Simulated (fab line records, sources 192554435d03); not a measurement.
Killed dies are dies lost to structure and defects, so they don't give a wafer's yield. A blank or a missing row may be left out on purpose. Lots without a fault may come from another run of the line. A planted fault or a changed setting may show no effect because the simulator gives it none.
fab line records | flow n5_finfet
record lots=7 wafers=39
route steps=1938 shown ZERO_LAYER@11 FIN_SAQP@96 DUMMY_GATE@243 GATE_CUT@510
start_h: hours from the record's first day to the start of the lot's first wafer shown | wait_h: hours since the lot's step before | " the same as in the row above | L1.1+2: a row that stands for several wafers | - no value, or no start given | * or withheld: withheld | < > ~ a bound
route shown NAME@n: a module of which the file shows steps, and the number in the route of the first | usual: mean/standard deviation of fault-free wafers | same: alike in all rows | chamber/n: place in a boat | sites: the reading at each site | _std_site: their standard deviation | _edge_site: outer sites' mean less inner sites' | radius_mm: how far each site lies from the wafer's centre | mask NAME#n: copy n | behind: the tool/chamber that last shaped the wafer | hold: why the lot was held/for how many hours/how that ended | device: the transistor (n, p or np) that didn't switch | end of line: the same wafers' tests at the end of the route | a step without rows: its recipe alone | killed: dies lost to structure and defects at the first sort, not the wafer's yield | map: a wafer's dies, x killed, . not, _ none there
set.NAME: the setting as run; set.NAME@STEP: as run at that earlier step | model.NAME: the simulator's own value behind a step, which no gauge read
lots whose settings were changed on purpose; a table a step, a row a wafer
## steps
# step N5_ZERO_LAYER_DEVELOP_10
# recipe develop_time_s=60 rinse_liquid=diw dry=air_spin dev_temp_c=21
# columns lot.wafer tool chamber start_h wait_h set.develop_time_s
L075.1+4+5 litho_track-04 0 - - 60
L078.1+2+3+4+5+6 litho_track-03 0 - - 60
L082.1+5+6 litho_track-04 0 - - 60
L082.2+3+4 " 0 " " 94.15
L087.1+3+4 litho_track-03 0 - - 60
L087.2+5+6 " 0 " " 95.47
L088.1+4+6 litho_track-03 0 - - 83.61
L088.2+3+5 " 0 " " 60
L095.1+2+3+4+5+6 litho_track-03 0 - - 60
L097.1+2+3+4+5+6 litho_track-03 0 - - 60
# step N5_ZERO_LAYER_HARDBAKE_23
# recipe temp_c=130 time_s=120
# step N5_ZERO_LAYER_CD_MEAS_11
# recipe target_cd_nm=2000 landing_energy_ev=500 detector=se_inlens
# usual cd_nm=2000.2/2
# columns lot.wafer tool chamber start_h wait_h set.develop_time_s@ZERO_LAYER_DEVELOP_10 cd_nm
L075.1 cd_sem-03 0 18.64 - 60 1996.5
L075.4 " 0 " " 60 1999.2
L075.5 " 0 " " 60 1997.4
L078.1 cd_sem-01 0 36.64 - 60 2002.2
L078.2 " 0 " " 60 1999.9
L078.3 " 0 " " 60 2001.7
L078.4 " 0 " " 60 2000.8
L078.5 " 0 " " 60 2000.6
L078.6 " 0 " " 60 2001.4
L082.1 cd_sem-03 0 60.64 - 60 2000.2
L082.2 " 0 " " 94.15 2006.8
L082.3 " 0 " " 94.15 2006.0
L082.4 " 0 " " 94.15 2005.9
L082.5 " 0 " " 60 1999.3
L082.6 " 0 " " 60 1999.9
L087.1 cd_sem-03 0 90.64 - 60 2001.3
L087.2 " 0 " " 95.47 2011.7
L087.3 " 0 " " 60 2003.2
L087.4 " 0 " " 60 2001.8
L087.5 " 0 " " 95.47 2009.2
L087.6 " 0 " " 95.47 2010.7
L088.1 cd_sem-01 0 96.66 - 83.61 2006.0
L088.2 " 0 " " 60 2002.6
L088.3 " 0 " " 60 2001.6
L088.4 " 0 " " 83.61 2008.2
L088.5 " 0 " " 60 2001.3
L088.6 " 0 " " 83.61 2008.5
L095.1 cd_sem-02 0 138.95 - 60 1999.0
L095.2 " 0 " " 60 1999.5
L095.3 " 0 " " 60 1999.8
L095.4 " 0 " " 60 2002.5
L095.5 " 0 " " 60 2001.3
L095.6 " 0 " " 60 1998.5
L097.1 cd_sem-02 0 150.64 - 60 2000.8
L097.2 " 0 " " 60 1999.7
L097.3 " 0 " " 60 2000.4
L097.4 " 0 " " 60 2001.4
L097.5 " 0 " " 60 2001.0
L097.6 " 0 " " 60 2003.5
# step N5_FIN_SAQP_HM_DEP_03
# recipe material=SiNx target_thk_a=380 temp_c=400 precursor=SiH4/NH3/N2 pressure_torr=1.5 rf_w=300 time_s=33.6
# columns lot.wafer tool chamber start_h wait_h set.time_s model.SiNx_of_FIN_SAQP_HM_DEP_03.thk_nm
L075.1 pecvd-01 2 26.70 0.2 33.6 37.48
L075.4 " 1 " " 33.6 38.42
L075.5 " 2 " " 33.6 38.05
L078.1 pecvd-01 2 44.91 0.2 33.6 37.84
L078.2 " 1 " " 33.6 37.51
L078.3+4 " 2,1 " " 53.56 61.14
L078.5 " 2 " " 33.6 38.36
L078.6 " 1 " " 53.56 60.83
L082.1 pecvd-03 2 71.16 0.2 33.6 37.89
L082.2 " 0 " " 33.6 37.44
L082.3 " 1 " " 33.6 37.7
L082.4 " 1 " " 24.23 27.88
L082.5 " 0 " " 24.23 27.63
L082.6 " 2 " " 24.23 27.34
L087.1 pecvd-02 1 102.28 0.2 21.04 22.94
L087.2 " 0 " " 33.6 37.15
L087.3 " 2 " " 33.6 37.5
L087.4 " 0 " " 21.04 23.83
L087.5 " 2 " " 33.6 37.78
L087.6 " 1 " " 21.04 23.86
L088.1 pecvd-02 0 109.27 0.2 33.6 37.79
L088.2 " 1 " " 27.44 30.09
L088.3 " 2 " " 27.44 30.94
L088.4 " 1 " " 27.44 31.3
L088.5 " 0 " " 33.6 38.52
L088.6 " 2 " " 33.6 38.14
L095.1 pecvd-01 2 148.82 0.2 40.16 45.27
L095.2 " 1 " " 40.16 45.3
L095.3 " 0 " " 33.6 38.18
L095.4 " 2 " " 33.6 38.49
L095.5 " 1 " " 40.16 46.16
L095.6 " 0 " " 33.6 38.58
L097.1 pecvd-03 0 162.40 0.2 33.6 37.67
L097.2 " 1 " " 33.6 38.13
L097.3 " 2 " " 49.42 55.26
L097.4 " 2 " " 49.42 56.23
L097.5 " 0 " " 33.6 38.22
L097.6 " 1 " " 49.42 56.73
# step N5_FIN_SAQP_THK_MEAS_05
# usual thk_nm=38.1/0.43
# columns lot.wafer tool chamber start_h wait_h set.time_s@FIN_SAQP_HM_DEP_03 thk_nm
L075.1 film_metro-01 - 26.79 0.1 33.6 37.4
L075.4 " - " " 33.6 38.4
L075.5 " - " " 33.6 38.0
L078.1 film_metro-02 - 45.02 0.1 33.6 37.9
L078.2 " - " " 33.6 37.5
L078.3 " - " " 53.56 61.2
L078.4 " - " " 53.56 61.1
L078.5 " - " " 33.6 38.4
L078.6 " - " " 53.56 60.8
L082.1 film_metro-01 - 71.25 0.1 33.6 37.9
L082.2 " - " " 33.6 37.5
L082.3 " - " " 33.6 37.7
L082.4 " - " " 24.23 27.9
L082.5 " - " " 24.23 27.6
L082.6 " - " " 24.23 27.3
L087.1 film_metro-02 - 102.36 0.1 21.04 22.9
L087.2 " - " " 33.6 37.1
L087.3 " - " " 33.6 37.5
L087.4 " - " " 21.04 23.9
L087.5 " - " " 33.6 37.8
L087.6 " - " " 21.04 23.9
L088.1 film_metro-02 - 109.35 0.1 33.6 37.8
L088.2 " - " " 27.44 30.1
L088.3 " - " " 27.44 31.0
L088.4 " - " " 27.44 31.3
L088.5 " - " " 33.6 38.5
L088.6 " - " " 33.6 38.2
L095.1 film_metro-01 - 148.90 0.1 40.16 45.3
L095.2 " - " " 40.16 45.3
L095.3 " - " " 33.6 38.2
L095.4 " - " " 33.6 38.5
L095.5 " - " " 40.16 46.2
L095.6 " - " " 33.6 38.5
L097.1 film_metro-02 - 162.49 0.1 33.6 37.7
L097.2 " - " " 33.6 38.1
L097.3 " - " " 49.42 55.2
L097.4 " - " " 49.42 56.2
L097.5 " - " " 33.6 38.2
L097.6 " - " " 49.42 56.7
# step N5_FIN_SAQP_PECVD_47
# recipe material=a-Si target_thk_a=450 temp_c=400 precursor=SiH4/He pressure_torr=3 rf_w=100 time_s=36.3
# step N5_FIN_SAQP_PECVD_48
# recipe material=SiNx target_thk_a=250 temp_c=400 precursor=SiH4/NH3/N2 pressure_torr=1.5 rf_w=300 time_s=22.1
# step N5_FIN_SAQP_MANDREL2_REMOVE_60
# recipe chemistry=HBr/Cl2/O2 bt_time_s=10 target=a-Si stop_on=SiNx endpoint=OES-SiCl over_etch_frac=1 icp_w=600 bias_w=22 HBr_flow_sccm=150 Cl2_flow_sccm=80 O2_flow_sccm=5 pressure_mtorr=10
# step N5_FIN_SAQP_HM_OPEN_33
# recipe chemistry=CH3F/O2 target=SiNx mask_material=SiO2 target_depth_a=494 time_s=70.6 pressure_mtorr=30 source_w=395 bias_w=73 Ar_flow_sccm=150 CH3F_flow_sccm=30 O2_flow_sccm=20 ion_energy_ev=120 ends=cleared
# usual etch_rf_on_time_s=69.6/1.5
# columns lot.wafer tool chamber start_h wait_h set.time_s@FIN_SAQP_HM_DEP_03 etch_rf_on_time_s model.etch.depth_nm
L075.1 rie_diel-04 3 31.30 0.0 33.6 66.8 36.78
L075.4 " 0 " " 33.6 71.6 37.55
L075.5 " 1 " " 33.6 67.5 37.35
L078.1 rie_diel-03 0 50.67 0.1 33.6 69.0 37.21
L078.2 " 2 " " 33.6 68.3 36.77
L078.3 " 1 " " 53.56 108.6 60.5
L078.4 " 1 " " 53.56 108.9 60.51
L078.5 " 2 " " 33.6 70.2 37.73
L078.6 " 0 " " 53.56 111.9 60.19
L082.1 rie_diel-05 3 75.91 0.1 33.6 69.9 37.26
L082.2 " 0 " " 33.6 69.1 36.82
L082.3 " 2 " " 33.6 68.8 36.96
L082.4 " 1 " " 24.23 51.2 27.25
L082.5 " 1 " " 24.23 50.6 26.9
L082.6 " 0 " " 24.23 50.4 26.71
L087.1 rie_diel-04 0 107.44 0.0 21.04 42.6 22.3
L087.2 " 3 " " 33.6 67.4 36.52
L087.3 " 2 " " 33.6 68.9 36.76
L087.4 " 1 " " 21.04 42.5 23.21
L087.5 " 2 " " 33.6 69.8 37.16
L087.6 " 3 " " 21.04 42.9 23.23
L088.1 rie_diel-04 0 114.07 0.0 33.6 71.2 37.04
L088.2 " 3 " " 27.44 55.0 29.4
L088.3 " 2 " " 27.44 56.9 30.07
L088.4 " 2 " " 27.44 57.9 30.67
L088.5 " 3 " " 33.6 69.9 37.77
L088.6 " 0 " " 33.6 71.9 37.44
L095.1 rie_diel-04 3 154.69 0.2 40.16 82.2 44.64
L095.2 " 2 " " 40.16 83.0 44.67
L095.3 " 1 " " 33.6 68.5 37.54
L095.4 " 2 " " 33.6 70.1 37.75
L095.5 " 3 " " 40.16 83.6 45.52
L095.6 " 1 " " 33.6 68.8 37.96
L097.1 rie_diel-03 1 167.44 0.0 33.6 66.2 37.03
L097.2 " 2 " " 33.6 69.5 37.5
L097.3 " 0 " " 49.42 99.9 54.64
L097.4 " 3 " " 49.42 99.0 55.49
L097.5 " 3 " " 33.6 66.5 37.6
L097.6 " 0 " " 49.42 101.6 55.99
# step N5_FIN_SAQP_ETCH_34
# recipe chemistry=C4F6/O2 target=SiO2 target_depth_a=450 time_s=15 ion_energy_ev=250 pressure_mtorr=30 source_w=345 bias_w=185 Ar_flow_sccm=300 C4F6_flow_sccm=10 O2_flow_sccm=10 ends=cleared
# step N5_FIN_SAQP_STRIP_77
# recipe chemistry=N2/H2 time_s=90 power_w=100 temp_c=40 pressure_mtorr=100 rf_frequency_hz=6e+07 bias_power_w=3 n2_flow_sccm=300 h2_flow_sccm=300
# step N5_FIN_SAQP_ETCH_64
# recipe chemistry=CF4 target=SiO2 target_depth_a=15 ion_energy_ev=350 pressure_mtorr=10 icp_w=800 bias_w=400 cf4_flow_sccm=80
# step N5_FIN_SAQP_FIN_ETCH_36
# recipe chemistry=HBr/Cl2/O2 target_depth_a=1200 mask_material=SiNx time_s=50.4 bias_w=102 pressure_mtorr=10 icp_w=800 HBr_flow_sccm=150 Cl2_flow_sccm=80 O2_flow_sccm=12
# columns lot.wafer tool chamber start_h wait_h set.time_s@FIN_SAQP_HM_DEP_03 model.SiNx_of_FIN_SAQP_HM_DEP_03.thk_nm
L075.1 rie_si-01 0 31.58 0.0 33.6 20.4
L075.4+5 " 2,1 " " 33.6 21
L078.1 rie_si-01 2 50.95 0.0 33.6 20.8
L078.2 " 1 " " 33.6 20.4
L078.3 " 3 " " 53.56 44.4
L078.4 " 0 " " 53.56 44.2
L078.5 " 2 " " 33.6 21.2
L078.6 " 1 " " 53.56 43.8
L082.1 rie_si-05 2 76.20 0.0 33.6 21.2
L082.2 " 3 " " 33.6 20.4
L082.3 " 0 " " 33.6 20.8
L082.4 " 1 " " 24.23 11
L082.5 " 2 " " 24.23 10.8
L082.6 " 1 " " 24.23 10.6
L087.1 rie_si-05 3 107.73 0.0 21.04 5.6
L087.2 " 2 " " 33.6 20.4
L087.3 " 1 " " 33.6 20.6
L087.4 " 0 " " 21.04 7.2
L087.5 " 0 " " 33.6 21.2
L087.6 " 3 " " 21.04 6.8
L088.1 rie_si-05 0 114.36 0.0 33.6 21
L088.2 " 1 " " 27.44 13.4
L088.3 " 2 " " 27.44 14
L088.4 " 3 " " 27.44 14.4
L088.5 " 1 " " 33.6 21.6
L088.6 " 0 " " 33.6 21.4
L095.1 rie_si-01 2 154.97 0.0 40.16 28.4
L095.2 " 1 " " 40.16 28.6
L095.3 " 3 " " 33.6 21.4
L095.4 " 0 " " 33.6 21.6
L095.5 " 0 " " 40.16 29.4
L095.6 " 1 " " 33.6 21.8
L097.1 rie_si-01 3 167.73 0.0 33.6 20.8
L097.2 " 0 " " 33.6 21.2
L097.3 " 1 " " 49.42 38.4
L097.4 " 2 " " 49.42 39.4
L097.5 " 0 " " 33.6 21.4
L097.6 " 3 " " 49.42 40
# step N5_DUMMY_GATE_ETCH_31
# recipe chemistry=C4F6/O2 target=SiO2 mask_material=SOC target_depth_a=825 time_s=27.5 ion_energy_ev=250 pressure_mtorr=30 source_w=345 bias_w=185 Ar_flow_sccm=300 C4F6_flow_sccm=10 O2_flow_sccm=10
# columns lot.wafer tool chamber start_h wait_h set.target_depth_a model.etch.depth_nm model.SOC_of_DUMMY_GATE_COAT_34.thk_nm
L075.1 rie_diel-01 2 51.31 0.0 825 81.24 51.8
L075.4 " 0 " " 825 82.96 51.6
L075.5 " 2 " " 825 80.04 52
L078.1 rie_diel-01 1 71.74 0.0 1028 102.2 49.8
L078.2 " 3 " " 825 81.47 52.4
L078.3 " 0 " " 825 81.74 51.8
L078.4 " 2 " " 1028 100.4 50.2
L078.5 " 3 " " 825 81.12 52.2
L078.6 " 0 " " 1028 102.4 49.8
L082.1 rie_diel-02 3 95.70 0.0 825 82.13 51.8
L082.2 " 2 " " 825 82.67 51.6
L082.3 " 0 " " 599.5 59.17 54.2
L082.4 " 1 " " 599.5 61.47 54
L082.5 " 1 " " 599.5 61.07 54.2
L082.6 " 2 " " 825 82.33 51.8
L087.1 rie_diel-06 3 127.53 0.0 661.3 67.22 53.2
L087.2 " 0 " " 825 81.23 52.2
L087.3 " 1 " " 661.3 65.86 53.4
L087.4 " 1 " " 825 82.59 52
L087.5 " 0 " " 661.3 64.97 53.6
L087.6 " 3 " " 825 82.92 51.8
L088.1 rie_diel-06 0 134.31 0.0 1295 130 47
L088.2 " 3 " " 825 83.99 51.4
L088.3 " 1 " " 1295 130.7 46.8
L088.4 " 3 " " 825 84.97 51.4
L088.5 " 0 " " 825 82.55 51.8
L088.6 " 1 " " 1295 130.8 47
L095.1 rie_diel-06 2 174.56 0.0 825 84.24 51.8
L095.2 " 1 " " 825 83.03 51.8
L095.3 " 3 " " 544.4 55.82 54.4
L095.4 " 0 " " 825 82.36 52
L095.5 " 1 " " 544.4 54.89 54.6
L095.6 " 2 " " 544.4 55.61 54.6
L097.1 rie_diel-02 0 189.26 0.0 825 81.66 51.4
L097.2 " 1 " " 1281 128.6 47.2
L097.3 " 2 " " 1281 126.1 47.2
L097.4 " 3 " " 825 80.76 51.8
L097.5 " 2 " " 1281 127.5 47.2
L097.6 " 1 " " 825 82.7 51.6
# step N5_GATE_CUT_ALD_22
# recipe material=SiNx target_thk_a=160 temp_c=400 ald_precursor_family=SiH2I2 ald_co_reactant=N2/H2-plasma pulse_time_s=1 ald_cycles=320 purge_time_s=2 co_reactant_purge_time_s=2 pressure_torr=2
# columns lot.wafer tool chamber start_h wait_h set.ald_cycles model.SiNx_of_GATE_CUT_ALD_22.thk_nm
L075.1+4+5 ald_sin-04 1,3,1 88.43 0.0 320 16
L078.1+3+5 ald_sin-02 1,2,2 111.08 0.0 320 16
L078.2+6 " 3 " " 205 10.2
L078.4 " 0 " " 205 10.4
L082.1+5+6 ald_sin-01 1,0,1 133.38 0.0 320 15.8
L082.2+3+4 " 2,0,3 " " 320 16
L087.1+5 ald_sin-02 3,1 165.41 0.1 400 20
L087.2 " 1 " " 400 19.8
L087.3+4+6 " 0,2,0 " " 320 16
L088.1+3 ald_sin-01 2,3 181.22 0.7 320 16
L088.2+6 " 1 " " 243 12
L088.4 " 2 " " 243 12.2
L088.5 " 3 " " 320 15.8
L095.1 ald_sin-01 2 215.22 0.4 130 6.6
L095.2+6 " 0 " " 130 6.4
L095.3 " 3 " " 320 16
L095.4+5 " 1 " " 320 15.8
L097.1+3+6 ald_sin-02 3,2,0 225.60 0.0 320 16
L097.2+4+5 " 0,2,3 " " 237 11.8
# step N5_GATE_CUT_CMP_23
# recipe stop_on=SiO2 t_overpolish_s=23.4 post_cmp_clean=alkaline_brush down_force_psi=2.5 platen_rpm=51.8 pad_velocity_m_s=1.0307 target_thk_nm=16
# columns lot.wafer tool chamber start_h wait_h set.ald_cycles@GATE_CUT_ALD_22 model.SiNx_of_GATE_CUT_ALD_22.thk_nm
L075.4+1+5 cmp-01 3,0,1 90.00 0.8 320 16
L078.1+3+5 cmp-04 0,3,1 112.57 0.8 320 16
L078.4 " 1 " " 205 10.4
L078.2+6 " 2,0 " " 205 10.2
L082.2+3+4 cmp-03 1,2,3 134.86 0.8 320 16
L082.1+5+6 " 0,1,2 " " 320 15.8
L087.2 cmp-03 1 166.90 0.8 400 16
L087.1 " 2 " " 400 15
L087.4+3+6 " 3,0,1 " " 320 16
L087.5 " 2 " " 400 15.2
L088.2+6 cmp-01 2 182.71 0.8 243 12
L088.1+3 " 3,1 " " 320 16
L088.4 " 0 " " 243 12.2
L088.5 " 3 " " 320 15.8
L095.2+6 cmp-04 3 216.71 0.8 130 6.4
L095.4+5 " 0 " " 320 15.8
L095.3 " 1 " " 320 16
L095.1 " 2 " " 130 6.6
L097.4+2+5 cmp-04 0,3,1 227.09 0.0 237 11.8
L097.3+1+6 " 1,2,0 " " 320 16
## key
split step=N5_ZERO_LAYER_DEVELOP_10 setting=develop_time_s stated=60 by=wafer
response step=N5_ZERO_LAYER_CD_MEAS_11 reading=cd_nm change=+0.131 per=1% r=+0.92
split step=N5_FIN_SAQP_HM_DEP_03 setting=time_s stated=33.6 by=wafer
response step=N5_FIN_SAQP_HM_DEP_03 reading=model.SiNx_of_FIN_SAQP_HM_DEP_03.thk_nm change=+0.382 per=1% r=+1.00
response step=N5_FIN_SAQP_THK_MEAS_05 reading=thk_nm change=* per=1% r=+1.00
response step=N5_FIN_SAQP_HM_OPEN_33 reading=etch_rf_on_time_s change=* per=1% r=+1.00
response step=N5_FIN_SAQP_HM_OPEN_33 reading=model.etch.depth_nm change=+0.382 per=1% r=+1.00
response step=N5_FIN_SAQP_FIN_ETCH_36 reading=model.SiNx_of_FIN_SAQP_HM_DEP_03.thk_nm change=+0.385 per=1% r=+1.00
split step=N5_DUMMY_GATE_ETCH_31 setting=target_depth_a stated=825 by=wafer
response step=N5_DUMMY_GATE_ETCH_31 reading=model.etch.depth_nm change=+0.82 per=1% r=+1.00
response step=N5_DUMMY_GATE_ETCH_31 reading=model.SOC_of_DUMMY_GATE_COAT_34.thk_nm change=-0.0808 per=1% r=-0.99
split step=N5_GATE_CUT_ALD_22 setting=ald_cycles stated=320 by=wafer
response step=N5_GATE_CUT_ALD_22 reading=model.SiNx_of_GATE_CUT_ALD_22.thk_nm change=+0.159 per=1% r=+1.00
response step=N5_GATE_CUT_CMP_23 reading=model.SiNx_of_GATE_CUT_ALD_22.thk_nm shape=bent at_lowest=6.467 at_stated=15.95 at_highest=15.4
